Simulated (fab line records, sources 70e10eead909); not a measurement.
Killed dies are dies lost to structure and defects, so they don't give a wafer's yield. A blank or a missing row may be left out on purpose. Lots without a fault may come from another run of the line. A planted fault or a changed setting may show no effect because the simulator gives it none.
Chamber matching | flow nand_harc | NHARC_A_STAIRCASE_ETCHBACK_422 on rie_diel-04: 4 sister chambers
The step etches the open film in CH3F/O2, target depth 40 nm, time 74.286 s. 8 wafers are shown with their chamber, then 8 later ones without.

WAFERS WITH THEIR CHAMBER
wafer  | chamber | drypump_motor_current_A (A) | showerhead_plenum_p_Torr (Torr)
L074.3 | 3       | 5.5                         | 2.29
L076.6 | 0       | 6.7                         | 2.65
L075.2 | 1       | 5.8                         | 2.43
L080.6 | 1       | 5.8                         | 2.42
L085.1 | 2       | 5.2                         | 2.61
L085.4 | 3       | 5.5                         | 2.66
L085.6 | 0       | 6.7                         | 2.64
L089.1 | 2       | 5.1                         | 2.61

WAFERS WITHOUT THEIR CHAMBER
wafer  | drypump_motor_current_A (A) | showerhead_plenum_p_Torr (Torr)
L089.2 | 6.6                         | 2.63
L089.4 | 5.8                         | 2.41
L088.1 | 5.1                         | 2.61
L088.4 | 5.5                         | 2.65
L088.6 | 5.8                         | 2.41
L094.2 | 5.1                         | 2.60
L094.3 | 6.7                         | 2.62
L094.5 | 6.7                         | 2.62

WHICH CHAMBER EACH WENT THROUGH
wafer  | from the rows above | in truth
L089.2 | 0                   | 0
L089.4 | 1                   | 1
L088.1 | 2                   | 2
L088.4 | 3                   | 3
L088.6 | 1                   | 1
L094.2 | 2                   | 2
L094.3 | 0                   | 0
L094.5 | 0                   | 0
Placed correctly: 8 of 8. Can't be placed from these rows: 0. Placed wrongly: 0.
How it was worked out, from the rows above alone: a wafer's distance from a chamber is the root of the sum, over the readings, of the square of ((its reading less the chamber's mean) divided by the reading's scatter). The wafer belongs to the nearest chamber; if the next one is less than 2 further off, it can't be placed. A chamber's mean is the mean of its shown wafers. The scatter: the root of (the sum of the squares of (reading less its chamber's mean) over the shown wafers, divided by (wafers less chambers)).
